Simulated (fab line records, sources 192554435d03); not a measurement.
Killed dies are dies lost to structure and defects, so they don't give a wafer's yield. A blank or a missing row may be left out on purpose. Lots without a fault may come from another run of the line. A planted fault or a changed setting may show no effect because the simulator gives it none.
fab line records | flow n5_finfet
record lots=8 wafers=24 last_day=17
route steps=1938 shown BEOL_M0_SAQP@695 BEOL_M0_CUTY@710 BEOL_M0@716 BEOL_M4@1111 PASSIVATION@1936
lots that met no fault: from a run of the same line without faults
start_h: hours from the record's first day to the start of the lot's first wafer shown | wait_h: hours since the lot's step before | " the same as in the row above | L1.1+2: a row that stands for several wafers | - no value, or no start given | * or withheld: withheld | < > ~ a bound
route shown NAME@n: a module of which the file shows steps, and the number in the route of the first | usual: mean/standard deviation of fault-free wafers | same: alike in all rows | chamber/n: place in a boat | sites: the reading at each site | _std_site: their standard deviation | _edge_site: outer sites' mean less inner sites' | radius_mm: how far each site lies from the wafer's centre | mask NAME#n: copy n | behind: the tool/chamber that last shaped the wafer | hold: why the lot was held/for how many hours/how that ended | device: the transistor (n, p or np) that didn't switch | end of line: the same wafers' tests at the end of the route | a step without rows: its recipe alone | killed: dies lost to structure and defects at the first sort, not the wafer's yield | map: a wafer's dies, x killed, . not, _ none there
set.NAME: the setting as run; set.NAME@STEP: as run at that earlier step | model.NAME: the simulator's own value behind a step, which no gauge read
steps of the route over a sample of lots; a table a step, a row a wafer
services: from which hour (start_h, from the record's first day; less than 0 if before it) a tool's chamber was out of use, for how many hours, and why
## steps
# step N5_BEOL_M0_SAQP_CUT_ETCH_46
# recipe chemistry=N2/H2 target=SOC target_depth_a=1350 overetch_a=270 temp_c=40 time_s=202.5 ion_energy_ev=200 mask_material=SiARC pressure_mtorr=30 source_w=840 bias_w=150 n2_flow_sccm=200 h2_flow_sccm=200
# usual drypump_motor_current_A=6.0/0.58 rf_vpp_V=523.4/2 showerhead_plenum_p_Torr=2.52/0.074 throttle_valve_pct=17.89/0.26
# columns lot.wafer tool chamber start_h wait_h drypump_motor_current_A rf_hours_counter_h rf_vpp_V showerhead_plenum_p_Torr throttle_valve_pct
L689.3 rie_diel-06 0 124.24 0.0 6.1 91 526.5 2.56 17.81
L689.5 " 0 " " 6.1 - 525.0 2.56 17.82
L689.6 " 1 " " 6.0 - 521.8 2.49 18.00
L691.2 rie_diel-04 0 135.27 0.0 6.4 169 524.3 2.55 17.59
L691.5 " 1 " " 6.5 - 522.4 2.48 18.00
L691.6 " 0 " " 6.4 - 522.1 2.54 17.59
L696.1 rie_diel-06 0 166.06 0.0 6.1 105 524.7 2.56 17.81
L696.3 " 3 " " 6.8 222 519.2 2.42 18.05
L696.4 " 0 " " 6.1 - 524.4 2.56 17.84
L699.4 rie_diel-04 1 191.96 0.0 6.5 37 521.7 2.47 18.05
L699.5 " 1 " " 6.4 - 522.2 2.47 18.04
L699.6 " 2 " " 5.2 - 522.5 2.47 17.71
L705.3 rie_diel-03 3 222.66 0.0 6.5 246 523.0 2.50 18.12
L705.4 " 2 " " 6.2 0 523.8 2.56 17.06
L705.5 " 2 " " 6.2 - 525.2 2.56 17.04
L708.1 rie_diel-06 3 239.41 0.0 6.8 249 520.4 2.41 18.09
L708.3 " 2 " " 4.9 230 521.6 2.50 17.97
L708.4 " 1 " " 5.9 10 522.7 2.48 17.58
L709.2 rie_diel-04 0 253.96 0.0 6.3 203 522.3 2.53 17.65
L709.3 " 2 " " 5.2 71 521.3 2.46 17.75
L709.6 " 3 " " 5.6 - 526.5 2.65 18.39
L710.3 rie_diel-06 2 255.51 0.0 4.9 236 521.7 2.50 17.99
L710.5 " 1 " " 6.0 - 521.4 2.47 17.60
L710.6 " 2 " " 4.9 - 523.4 2.50 18.00
# step N5_BEOL_M0_SAQP_ETCH_49
# recipe chemistry=CF4/O2 target_depth_a=370 target=SiO2 pressure_mtorr=40 source_w=535 bias_w=49 Ar_flow_sccm=100 cf4_flow_sccm=100 O2_flow_sccm=10 ion_energy_ev=100
# usual drypump_motor_current_A=6.1/0.52 mfc_ar_sccm=100.0/0.31 oes_product_au=0.76/0.073 rf_vpp_V=242/9.4 showerhead_plenum_p_Torr=2.18/0.058 throttle_valve_pct=15.90/0.21
# columns lot.wafer tool chamber start_h wait_h drypump_motor_current_A mfc_ar_sccm oes_product_au rf_hours_counter_h rf_vpp_V showerhead_plenum_p_Torr throttle_valve_pct
L689.3 rie_diel-03 0 125.01 0.3 6.4 100.4 0.77 - 228 2.12 15.80
L689.5 " 2 " " 6.2 99.6 0.68 - 255 2.23 15.68
L689.6 " 0 " " 6.4 100.0 0.78 - 230 2.12 15.82
L691.2 rie_diel-03 0 136.00 0.3 6.4 99.8 0.77 139 228 2.12 15.80
L691.5 " 3 " " 6.5 99.5 0.72 - 243 2.17 15.96
L691.6 " 2 " " 6.2 100.0 0.69 - 254 2.23 15.69
L696.1 rie_diel-04 2 166.79 0.3 5.1 99.8 0.85 45 252 2.17 15.86
L696.3 " 1 " " 6.4 99.9 0.89 29 254 2.15 15.99
L696.4 " 3 " " 5.6 100.1 0.76 162 236 2.30 16.27
L699.4 rie_diel-04 2 192.81 0.3 5.1 100.1 0.84 52 252 2.17 15.85
L699.5 " 0 " " 6.4 99.7 0.71 - 246 2.19 15.68
L699.6 " 1 " " 6.5 100.2 0.88 - 254 2.15 16.01
L705.3 rie_diel-03 2 224.44 0.3 6.2 100.6 0.98 1 252 2.23 15.23
L705.4 " 1 " " 5.8 100.3 0.73 175 238 2.26 16.02
L705.5 " 1 " " 5.8 100.5 0.74 - 238 2.26 16.02
L708.1 rie_diel-04 2 240.14 0.3 5.2 100.1 0.83 67 252 2.16 15.89
L708.3 " 1 " " 6.5 99.6 0.86 51 253 2.14 16.03
L708.4 " 3 " " 5.6 100.4 0.74 183 235 2.29 16.31
L709.2 rie_diel-04 2 254.68 0.3 5.2 99.6 0.81 71 251 2.16 15.92
L709.3 " 1 " " 6.4 99.8 0.84 55 253 2.14 16.04
L709.6 " 2 " " 5.1 99.9 0.81 - 252 2.16 15.90
L710.3 rie_diel-03 0 256.53 0.3 6.4 99.8 0.74 183 229 2.11 15.90
L710.5 " 2 " " 6.2 100.1 0.93 - 252 2.22 15.23
L710.6 " 0 " " 6.4 100.2 0.74 - 229 2.11 15.91
# step N5_BEOL_M0_CUTY_INSPECT_59
# recipe mode=adi inspect_instrument=macro
# usual raw_defect_count=2.0/1.6
# columns lot.wafer tool chamber start_h wait_h raw_defect_count
L689.3 defect_inspect-02 - 125.44 0.0 6
L689.5 " - " " 4
L689.6 " - " " 2
L691.2 defect_inspect-02 - 136.55 0.0 2
L691.5 " - " " 5
L691.6 " - " " 1
L696.1 defect_inspect-01 - 167.33 0.0 3
L696.3 " - " " 0
L696.4 " - " " 3
L699.4 defect_inspect-02 - 193.23 0.0 1
L699.5 " - " " 3
L699.6 " - " " 1
L705.3 defect_inspect-01 - 224.99 0.0 3
L705.4 " - " " 1
L705.5 " - " " 2
L708.1 defect_inspect-02 - 240.68 0.0 >300
L708.3 " - " " >300
L708.4 " - " " >300
L709.2 defect_inspect-02 - 255.23 0.0 1
L709.3 " - " " 3
L709.6 " - " " 3
L710.3 defect_inspect-01 - 256.95 0.0 >300
L710.5 " - " " >300
L710.6 " - " " >300
# step N5_BEOL_M0_CUTY_DESCUM_61
# recipe chemistry=O2 time_s=7.9 source_power_w=50 bias_power_w=20 pressure_mtorr=20 rf_frequency_hz=2.712e+07 temp_c=40 resist=CAR-ArF-block o2_flow_sccm=225
# usual bias_power_w=20.00/0.055 drypump_motor_current_A=5.7/0.31 o2_flow_sccm=224.9/0.63 oes_product_au=0.78/0.08 rf_vpp_V=243.2/1.6 showerhead_plenum_p_Torr=2.10/0.081 throttle_valve_pct=20.51/0.18
# columns lot.wafer tool chamber start_h wait_h bias_power_w drypump_motor_current_A o2_flow_sccm oes_product_au rf_hours_counter_h rf_vpp_V showerhead_plenum_p_Torr throttle_valve_pct
L689.3 rie_diel-02 2 125.48 0.0 20.00 5.4 224.6 0.83 59 241.7 2.06 20.53
L689.5 " 2 " " 20.02 5.4 224.8 0.83 - 243.8 2.06 20.51
L689.6 " 1 " " 20.00 5.7 225.3 0.68 - 240.4 1.94 20.54
L691.2 rie_diel-02 3 136.60 0.1 20.12 5.4 224.6 0.77 173 243.2 2.09 20.68
L691.5 " 3 " " 20.04 5.4 224.8 0.76 - 243.1 2.09 20.68
L691.6 " 2 " " 19.98 5.4 223.8 0.83 - 242.7 2.06 20.53
L696.1 rie_diel-05 3 167.37 0.0 20.01 5.8 225.6 0.86 71 244.8 2.23 20.35
L696.3 " 0 " " 19.94 6.3 225.4 0.68 228 244.5 2.14 20.50
L696.4 " 2 " " 20.05 5.6 225.3 0.78 138 241.8 2.03 20.70
L699.4 rie_diel-05 3 193.27 0.0 19.98 5.8 225.5 0.85 78 244.4 2.23 20.36
L699.5 " 2 " " 19.96 5.6 226.1 0.76 - 241.9 2.03 20.73
L699.6 " 3 " " 20.00 5.8 224.1 0.84 - 246.6 2.23 20.35
L705.3 rie_diel-01 0 225.04 0.0 20.04 6.1 224.5 0.90 - 241.2 2.06 20.72
L705.4 " 3 " " 20.04 5.2 225.2 0.82 - 242.6 2.12 20.29
L705.5 " 3 " " 20.02 5.2 225.5 0.82 - 245.4 2.12 20.31
L708.1 rie_diel-02 3 241.67 1.0 19.93 5.4 225.0 0.73 215 242.0 2.07 20.74
L708.3 " 1 " " 20.15 5.7 223.9 0.89 27 246.2 2.19 20.05
L708.4 " 2 " " 19.92 5.4 224.2 0.77 106 242.7 2.05 20.59
L709.2 rie_diel-01 0 255.26 0.0 19.97 6.1 224.5 0.88 52 244.1 2.05 20.73
L709.3 " 2 " " 19.95 6.0 225.1 0.96 10 245.0 2.23 20.27
L709.6 " 0 " " 20.08 6.1 225.4 0.88 - 242.4 2.05 20.73
L710.3 rie_diel-05 3 257.17 0.2 20.01 5.8 224.2 0.84 91 245.5 2.23 20.37
L710.5 " 3 " " 20.03 5.8 225.6 0.83 - 243.9 2.23 20.36
L710.6 " 0 " " 19.97 6.3 225.5 0.68 - 242.7 2.13 20.53
# step N5_BEOL_M0_HM_OPEN_105
# recipe chemistry=Cl2/BCl3 target_depth_a=120 target=TiN ion_energy_ev=150 pressure_mtorr=10 icp_w=1000 bias_w=126 Cl2_flow_sccm=53.25 bcl3_flow_sccm=21.75 Ar_flow_sccm=25
# usual bcl3_flow_sccm=21.74/0.065 drypump_motor_current_A=5.8/0.44 mfc_ar_sccm=24.99/0.07 mfc_cl2_sccm=53.25/0.15 oes_product_au=0.74/0.11 throttle_valve_pct=22.0/0.34
# columns lot.wafer tool chamber start_h wait_h bcl3_flow_sccm drypump_motor_current_A mfc_ar_sccm mfc_cl2_sccm oes_product_au rf_hours_counter_h throttle_valve_pct
L689.3 rie_metal-02 1 126.37 0.7 21.71 5.8 25.07 53.18 0.59 - 21.4
L689.5 " 0 " " 21.81 5.7 25.00 53.35 0.72 - 22.1
L689.6 " 1 " " 21.63 5.7 24.97 53.26 0.59 - 21.4
L691.2 rie_metal-02 0 137.05 0.2 21.69 5.7 25.06 53.45 0.72 68 22.1
L691.5 " 1 " " 21.73 5.7 24.92 53.10 0.59 - 21.4
L691.6 " 0 " " 21.74 5.7 25.12 53.60 0.73 - 22.1
L696.1 rie_metal-03 0 168.52 0.9 21.75 6.6 24.97 53.07 0.66 103 21.9
L696.3 " 1 " " 21.79 5.1 24.91 53.33 0.74 - 22.2
L696.4 " 0 " " 21.81 6.6 24.96 53.23 0.67 - 21.9
L699.4 rie_metal-03 1 195.71 2.2 21.64 5.2 24.96 53.09 0.74 - 22.2
L699.5 " 1 " " 21.62 5.2 24.91 53.13 0.74 - 22.2
L699.6 " 1 " " 21.60 5.2 24.91 53.12 0.75 - 22.2
L705.3 rie_metal-02 0 225.86 0.5 21.82 5.7 24.96 53.33 0.70 - 22.1
L705.4 " 1 " " 21.79 5.8 25.09 53.22 0.94 - 21.4
L705.5 " 0 " " 21.85 5.7 25.06 53.24 0.71 - 22.1
L708.1 rie_metal-01 1 242.94 1.0 21.62 5.7 24.89 53.14 0.89 12 21.9
L708.3 " 0 " " 21.72 5.9 25.00 53.25 0.63 - 22.4
L708.4 " 1 " " 21.66 5.7 24.94 53.35 0.90 - 21.9
L709.2 rie_metal-03 0 257.44 1.9 21.77 6.6 25.02 53.22 0.66 109 21.9
L709.3 " 0 " " 21.77 6.6 25.07 53.23 0.66 - 21.9
L709.6 " 1 " " 21.63 5.1 24.99 53.35 0.73 - 22.3
L710.3 rie_metal-01 1 259.68 2.3 21.77 5.7 25.11 53.24 0.89 - 21.9
L710.5 " 1 " " 21.57 5.7 25.05 53.43 0.90 - 21.9
L710.6 " 0 " " 21.68 6.0 24.89 53.20 0.63 - 22.4
# step N5_BEOL_M4_RC_MEAS_101
# usual DIBL_N=36.0/2.5 DIBL_P=36.3/2.8 IOFF_N=0.16/0.042 IOFF_P=0.21/0.045 ION_N=673/15 ION_P=463/8.1 SS_N=71.4/0.73 SS_P=73.3/0.92 VT_N=251/4.1 VT_P=-250/3.4
# columns lot.wafer tool chamber start_h wait_h DIBL_N[mV/V] DIBL_P[mV/V] IOFF_N[nA/um] IOFF_P[nA/um] ION_N[uA/um] ION_P[uA/um] SS_N[mV/dec] SS_P[mV/dec] VT_N[mV] VT_P[mV]
L689.3 prober-01 0 170.01 0.3 34.4 34.2 0.14 0.20 661 462 71.1 72.6 253 -250
L689.5 " 0 " " 34.8 34.2 0.14 0.21 662 463 71.2 72.7 250 -251
L689.6 " 0 " " 34.3 33.2 0.13 0.19 651 459 71.4 72.0 252 -251
L691.2 prober-02 0 178.65 0.2 34.0 31.3 0.11 0.17 674 465 70.7 72.5 255 -250
L691.5 " 0 " " 36.4 34.6 0.15 0.22 686 474 71.3 73.6 248 -246
L691.6 " 0 " " 36.0 34.5 0.13 0.22 657 462 71.7 73.2 252 -245
L696.1 prober-01 0 217.55 0.0 34.2 35.2 0.16 0.23 682 471 70.8 72.9 246 -246
L696.3 " 0 " " 36.0 37.6 0.18 0.27 687 472 71.3 74.4 248 -245
L696.4 " 0 " " 34.7 36.7 0.15 0.25 667 469 71.9 72.9 253 -248
L699.4 prober-02 0 239.46 0.5 30.8 31.1 0.09 0.16 657 466 70.4 72.1 257 -253
L699.5 " 0 " " 34.9 35.5 0.13 0.21 655 456 70.5 73.3 256 -249
L699.6 " 0 " " 32.7 31.7 0.12 0.16 680 467 70.7 72.5 252 -253
L705.3 prober-01 0 279.04 0.3 34.0 33.2 0.12 0.15 653 453 71.1 71.7 252 -256
L705.4 " 0 " " 35.0 35.5 0.14 0.18 678 461 72.1 73.2 251 -251
L705.5 " 0 " " 33.1 31.9 0.10 0.13 658 446 70.9 72.7 254 -257
L708.1 prober-01 0 292.84 0.0 39.0 39.9 0.23 0.25 691 460 73.0 74.0 245 -250
L708.3 " 0 " " 35.4 35.2 0.15 0.18 669 452 71.5 73.2 253 -254
L708.4 " 0 " " 38.2 38.7 0.19 0.23 692 466 72.7 74.3 250 -251
L709.2 prober-01 0 299.74 0.2 38.9 42.2 0.22 0.32 692 476 71.6 74.1 246 -242
L709.3 " 0 " " 36.7 38.1 0.17 0.25 676 470 71.0 72.9 248 -247
L709.6 " 0 " " 39.7 42.3 0.23 0.32 701 472 71.7 74.1 241 -243
L710.3 prober-02 0 310.37 0.3 37.7 39.1 0.19 0.27 683 477 71.8 73.7 248 -245
L710.5 " 0 " " 33.0 32.4 0.10 0.17 649 458 69.8 72.1 256 -256
L710.6 " 0 " " 34.5 34.2 0.13 0.19 669 467 71.2 73.2 253 -251
# step N5_PASSIVATION_PROBE_49
# usual defect_limited_yield=91.0/1.4 killed_at_M0_to_M3=36/11 killed_at_M4_up=13/5.4 killed_at_contacts=12/6.4 killed_at_front_end=41/13 killed_at_other=2.9/2.3 killed_dies=106/17 killed_open=70/12 killed_short=34/8.4 sort_bin_5_function=5.2/1 sort_bin_6_memory=3.4/0.63 sort_bin_8_speed=0.1/0.49 sort_n_pass=1074/18 sort_yield_pct=91.0/1.6
# same gross_dies=1180 killed_at_back_side=0 sort_bin_4_leakage[%]=0
# columns lot.wafer tool chamber start_h wait_h defect_limited_yield[%] killed_at_M0_to_M3 killed_at_M4_up killed_at_contacts killed_at_front_end killed_at_other killed_dies killed_open killed_short sort_bin_5_function[%] sort_bin_6_memory[%] sort_bin_8_speed[%] sort_n_pass sort_yield_pct[%]
L689.3 prober-02 - 274.59 0.1 89.9 30 11 25 48 5 119 84 28 6.0 3.9 0 1061 89.9
L689.5 prober-02 - 274.69 0.2 90.8 34 14 37 23 0 108 79 26 5.9 3.1 0 1072 90.8
L689.6 prober-02 - 274.74 0.3 89.8 39 12 21 43 5 120 79 39 5.5 4.1 0 1060 89.8
L691.2 prober-02 - 286.78 0.1 92.7 30 8 6 41 1 86 58 28 3.7 3.5 0 1094 92.7
L691.5 prober-02 - 286.93 0.2 91.8 48 13 8 28 0 97 66 23 4.2 3.2 0 1083 91.8
L691.6 prober-02 - 286.98 0.3 90.9 34 13 8 47 5 107 68 37 5.2 3.5 0 1073 90.9
L696.1 prober-02 - 322.86 0.0 90.8 39 7 14 47 2 109 70 39 4.6 4.3 0 1071 90.8
L696.3 prober-02 - 322.96 0.1 92.0 34 3 16 36 5 94 57 36 4.0 3.9 0 1086 92.0
L696.4 prober-02 - 323.01 0.2 93.5 20 7 15 26 9 77 49 27 4.2 2.2 0 1103 93.5
L699.5 prober-01 - 339.73 0.2 93.5 24 18 8 26 1 77 57 20 4.3 2.1 0 1103 93.5
L699.6 prober-01 - 339.78 0.3 91.9 32 7 13 38 5 95 68 26 4.7 3.1 0 1085 91.9
L705.3 prober-01 - 372.21 0.1 89.8 47 16 13 42 2 120 88 30 6.6 3.4 0 1060 89.8
L705.4 prober-01 - 372.26 0.2 90.8 44 20 8 35 2 109 74 34 5.9 2.8 0 1071 90.8
L705.5 prober-01 - 372.31 0.2 89.4 47 11 10 51 6 125 83 40 6.7 3.6 0.1 1054 89.3
L708.1 prober-02 - 395.36 0.0 83.7 131 8 8 43 2 192 73 16 10.4 3.9 0 988 83.7
L708.3 prober-02 - 395.46 0.1 85.9 109 4 10 38 5 166 53 20 9.4 3.1 0 1014 85.9
L708.4 prober-02 - 395.51 0.2 88.7 77 15 8 29 4 133 51 23 7.2 2.3 0 1047 88.7
L709.2 prober-01 - 395.57 0.1 89.7 19 30 24 43 5 121 88 30 5.4 4.7 0 1059 89.7
L709.3 prober-01 - 395.62 0.1 90.5 24 19 8 54 7 112 71 40 5.4 3.6 0 1068 90.5
L709.6 prober-01 - 395.77 0.3 89.7 35 22 12 42 10 121 91 29 6.1 3.8 0 1059 89.7
L710.3 prober-02 - 418.40 0.1 84.9 124 17 9 27 1 178 57 18 10.3 3.1 0 1002 84.9
L710.5 prober-02 - 418.50 0.2 87.2 96 6 3 42 4 151 74 31 7.4 4.0 0 1029 87.2
L710.6 prober-02 - 418.55 0.3 84.7 136 15 3 18 8 180 47 25 9.6 4.1 0 1000 84.7
# killed by level:class
L689.3 MOL_CONTACT_COAG:geometric_particle:open=20 DUMMY_GATE:geometric_particle:open=12 BEOL_M0_SAQP:geometric_particle:open=11 STI_FIN_REVEAL:geometric_particle:open=7 DUMMY_GATE:geometric_particle:short=7 FIN_SAQP:geometric_particle:open=6 BEOL_M2:geometric_particle:open=6 GATE_CUT:geometric_particle:open=4
L689.5 MOL_CONTACT_COAG:geometric_particle:open=32 BEOL_M0_SAQP:geometric_particle:short=8 BEOL_M0_SAQP:geometric_particle:open=7 BEOL_M1:geometric_particle:open=7 BEOL_M4:geometric_particle:open=6 DUMMY_GATE:geometric_particle:open=5 MOL_CONTACT_COAG:geometric_particle:short=5 STI_FIN_REVEAL:geometric_particle:open=4
L689.6 MOL_CONTACT_COAG:geometric_particle:open=16 DUMMY_GATE:geometric_particle:open=13 BEOL_M0_SAQP:geometric_particle:open=11 FIN_SAQP:geometric_particle:short=9 BEOL_M1:geometric_particle:open=7 BEOL_M0_SAQP:geometric_particle:short=6 MOL_CONTACT_COAG:geometric_particle:short=5 BEOL_M4:geometric_particle:open=5
L691.2 STI_FIN_REVEAL:geometric_particle:open=7 BEOL_M0_SAQP:geometric_particle:short=7 FIN_SAQP:geometric_particle:open=6 MOL_CONTACT_COAG:geometric_particle:open=6 BEOL_M1:geometric_particle:open=6 BEOL_M0_SAQP:geometric_particle:open=5 BEOL_M2:geometric_particle:open=5 BEOL_M3:geometric_particle:open=5
L691.5 BEOL_M0_SAQP:geometric_particle:open=12 BEOL_M2:geometric_particle:open=9 BEOL_M3:geometric_particle:open=8 MOL_CONTACT_COAG:geometric_particle:open=7 BEOL_M4:geometric_particle:open=7 BEOL_M1:geometric_particle:open=6 HKMG_FIN:area_etch=6 DUMMY_GATE:geometric_particle:open=5
L691.6 STI_FIN_REVEAL:geometric_particle:open=11 DUMMY_GATE:geometric_particle:open=9 BEOL_M0_SAQP:geometric_particle:open=8 BEOL_M1:geometric_particle:open=6 MOL_CONTACT_COAG:geometric_particle:open=6 BEOL_M0_SAQP:geometric_particle:short=6 BEOL_M3:geometric_particle:open=5 FIN_SAQP:geometric_particle:short=4
L696.1 BEOL_M0_SAQP:geometric_particle:short=16 MOL_CONTACT_COAG:geometric_particle:open=14 DUMMY_GATE:geometric_particle:open=12 STI_FIN_REVEAL:geometric_particle:open=10 BEOL_M0_SAQP:geometric_particle:open=8 FIN_SAQP:geometric_particle:short=7 FIN_SAQP:geometric_particle:open=6 BEOL_M1:geometric_particle:open=6
L696.3 STI_FIN_REVEAL:geometric_particle:open=16 MOL_CONTACT_COAG:geometric_particle:open=13 BEOL_M2:geometric_particle:open=10 BEOL_M0_SAQP:geometric_particle:short=8 BEOL_M1:geometric_particle:short=4 FIN_SAQP:geometric_particle:open=3 STI_FIN_REVEAL:geometric_particle:short=3 DUMMY_GATE:geometric_particle:open=3
L696.4 MOL_CONTACT_COAG:geometric_particle:open=9 STI_FIN_REVEAL:geometric_particle:open=6 MOL_CONTACT_COAG:geometric_particle:short=6 BEOL_M1:geometric_particle:open=6 STARTING-WAFER:geometric_particle:short=6 BEOL_M0_SAQP:geometric_particle:short=5 DUMMY_GATE:geometric_particle:open=4 BEOL_M3:geometric_particle:open=4
L699.5 STI_FIN_REVEAL:geometric_particle:open=10 BEOL_M2:geometric_particle:open=10 MOL_CONTACT_COAG:geometric_particle:open=6 BEOL_M4:geometric_particle:open=6 FIN_SAQP:geometric_particle:open=4 BEOL_M3:geometric_particle:open=4 BEOL_M0_SAQP:geometric_particle:short=3 BEOL_M0_SAQP:geometric_particle:open=3
L699.6 STI_FIN_REVEAL:geometric_particle:open=17 MOL_CONTACT_COAG:geometric_particle:open=11 FIN_SAQP:geometric_particle:open=10 BEOL_M1:geometric_particle:open=6 BEOL_M3:geometric_particle:open=6 BEOL_M0_SAQP:geometric_particle:short=5 BEOL_M2:geometric_particle:open=5 STI_FIN_REVEAL:geometric_particle:short=4
L705.3 FIN_SAQP:geometric_particle:open=20 BEOL_M1:geometric_particle:open=12 BEOL_M2:geometric_particle:open=12 FIN_SAQP:geometric_particle:short=9 MOL_CONTACT_COAG:geometric_particle:open=9 BEOL_M4:geometric_particle:open=7 BEOL_M0_SAQP:geometric_particle:open=6 BEOL_M3:geometric_particle:open=6
L705.4 FIN_SAQP:geometric_particle:open=12 BEOL_M0_SAQP:geometric_particle:short=11 BEOL_M3:geometric_particle:open=8 MOL_CONTACT_COAG:geometric_particle:open=7 BEOL_M0:geometric_particle:open=7 BEOL_M2:geometric_particle:open=6 BEOL_M3:geometric_particle:short=6 BEOL_M4:geometric_particle:open=6
L705.5 FIN_SAQP:geometric_particle:open=17 MOL_CONTACT_COAG:geometric_particle:open=10 FIN_SAQP:geometric_particle:short=9 STI_FIN_REVEAL:geometric_particle:open=9 BEOL_M3:geometric_particle:open=8 BEOL_M0_SAQP:geometric_particle:short=8 BEOL_M0_SAQP:geometric_particle:open=8 BEOL_M3:geometric_particle:short=7
L708.1 BEOL_M0_SAQP:unspecified=103 STI_FIN_REVEAL:geometric_particle:open=15 FIN_SAQP:geometric_particle:open=10 BEOL_M3:geometric_particle:open=10 MOL_CONTACT_COAG:geometric_particle:open=8 BEOL_M0:geometric_particle:open=5 BEOL_M0_SAQP:geometric_particle:open=4 STARTING-WAFER:geometric_particle:open=4
L708.3 BEOL_M0_SAQP:unspecified=93 FIN_SAQP:geometric_particle:open=8 MOL_CONTACT_COAG:geometric_particle:open=8 BEOL_M1:geometric_particle:open=8 STI_FIN_REVEAL:geometric_particle:open=7 ILD0:geometric_particle:open=7 STI_FIN_REVEAL:geometric_particle:short=4 BEOL_M3:geometric_particle:open=4
L708.4 BEOL_M0_SAQP:unspecified=52 BEOL_M3:geometric_particle:open=10 FIN_SAQP:geometric_particle:open=6 HKMG_FIN:area_etch=6 STI_FIN_REVEAL:geometric_particle:open=5 MOL_CONTACT_COAG:geometric_particle:short=4 MOL_CONTACT_COAG:geometric_particle:open=4 BEOL_M2:geometric_particle:open=3
L709.2 BEOL_M4:geometric_particle:open=19 MOL_CONTACT_COAG:geometric_particle:open=15 STI_FIN_REVEAL:geometric_particle:open=11 FIN_SAQP:geometric_particle:open=8 MOL_CONTACT_COAG:geometric_particle:short=8 FIN_SAQP:geometric_particle:short=6 BEOL_M1:geometric_particle:open=6 BEOL_M5:geometric_particle:open=4
L709.3 STI_FIN_REVEAL:geometric_particle:open=16 FIN_SAQP:geometric_particle:open=9 MOL_CONTACT_COAG:geometric_particle:open=7 BEOL_M4:geometric_particle:open=7 FIN_SAQP:geometric_particle:short=6 BEOL_M0_SAQP:geometric_particle:short=6 STI_FIN_REVEAL:geometric_particle:short=5 BEOL_M2:geometric_particle:open=5
L709.6 BEOL_M4:geometric_particle:open=17 MOL_CONTACT_COAG:geometric_particle:open=11 FIN_SAQP:geometric_particle:open=10 BEOL_M0:geometric_particle:open=8 FIN_SAQP:geometric_particle:short=7 DUMMY_GATE:geometric_particle:open=7 BEOL_M0_SAQP:geometric_particle:open=7 STI_FIN_REVEAL:geometric_particle:open=6
L710.3 BEOL_M0_SAQP:unspecified=102 BEOL_M4:geometric_particle:open=10 MOL_CONTACT_COAG:geometric_particle:open=7 DUMMY_GATE:geometric_particle:open=6 BEOL_M0_SAQP:geometric_particle:open=6 FIN_SAQP:geometric_particle:short=4 FIN_SAQP:geometric_particle:open=4 BEOL_M2:geometric_particle:open=4
L710.5 BEOL_M0_SAQP:unspecified=46 FIN_SAQP:geometric_particle:open=17 BEOL_M1:geometric_particle:open=13 BEOL_M0_SAQP:geometric_particle:open=10 BEOL_M0_SAQP:geometric_particle:short=9 STARTING-WAFER:geometric_particle:open=8 FIN_SAQP:geometric_particle:short=5 BEOL_M0:geometric_particle:open=5
L710.6 BEOL_M0_SAQP:unspecified=106 BEOL_M8:geometric_particle:open=6 BEOL_M0_SAQP:geometric_particle:open=5 BEOL_M0:geometric_particle:open=5 FIN_SAQP:geometric_particle:short=4 BEOL_M0_SAQP:geometric_particle:short=4 BEOL_M1:geometric_particle:open=4 BEOL_M3:geometric_particle:open=4
## services
# columns tool chamber start_h hours kind
rie_diel-03 3 108.49 18.4 repair
rie_diel-06 2 117.44 3.9 repair
rie_diel-06 3 129.47 5.2 repair
rie_diel-05 0 160.29 3.8 repair
rie_diel-03 2 162.91 8.3 repair
rie_diel-03 - 183.68 1.5 repair
rie_diel-04 - 189.36 0.7 repair
rie_diel-03 2 189.95 11.4 repair
rie_metal-03 0 191.47 12.2 repair
rie_metal-02 - 196.12 2.8 pm
rie_diel-01 0 196.80 1.5 repair
rie_diel-01 2 198.84 3.8 repair
rie_diel-06 1 200.94 9.8 repair
rie_diel-03 2 201.58 - clean
rie_diel-03 2 201.58 - consumable_replace:focus_ring
rie_diel-03 2 201.58 20.9 scheduled_down
rie_diel-03 2 201.58 20.9 vent_cycle
rie_diel-05 - 219.15 28.1 pm
rie_diel-01 1 224.90 1.9 repair
rie_diel-03 3 235.47 - clean
rie_diel-03 3 235.47 - consumable_replace:focus_ring
rie_diel-03 3 235.47 22.2 scheduled_down
rie_diel-03 3 235.47 22.2 vent_cycle
rie_diel-03 0 248.64 2.4 repair
## key
first_sign step=N5_BEOL_M0_CUTY_INSPECT_59 reading=raw_defect_count direction=up sigmas=99+ usual=2.0 struck=>300
effect step=N5_PASSIVATION_PROBE_49 reading=killed_at_M0_to_M3 direction=up sigmas=7.1 usual=36 struck=112
more_kills_born_at N5_BEOL_M0_SAQP_CUT_ETCH_46@rie_diel-06=502
met_at N5_BEOL_M0_SAQP_CUT_ETCH_46
struck_lots L708,L710
not_acting_at N5_BEOL_M0_SAQP_ETCH_49,N5_BEOL_M0_CUTY_DESCUM_61,N5_BEOL_M0_HM_OPEN_105
onset_between 166.06 239.41
fault kind=chamber_particle_source tool=rie_diel-06 chamber=- onset_h=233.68 steps=N5_BEOL_M0_SAQP_CUT_ETCH_46 rate_per_visit_cm2=0.55085 end_h=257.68
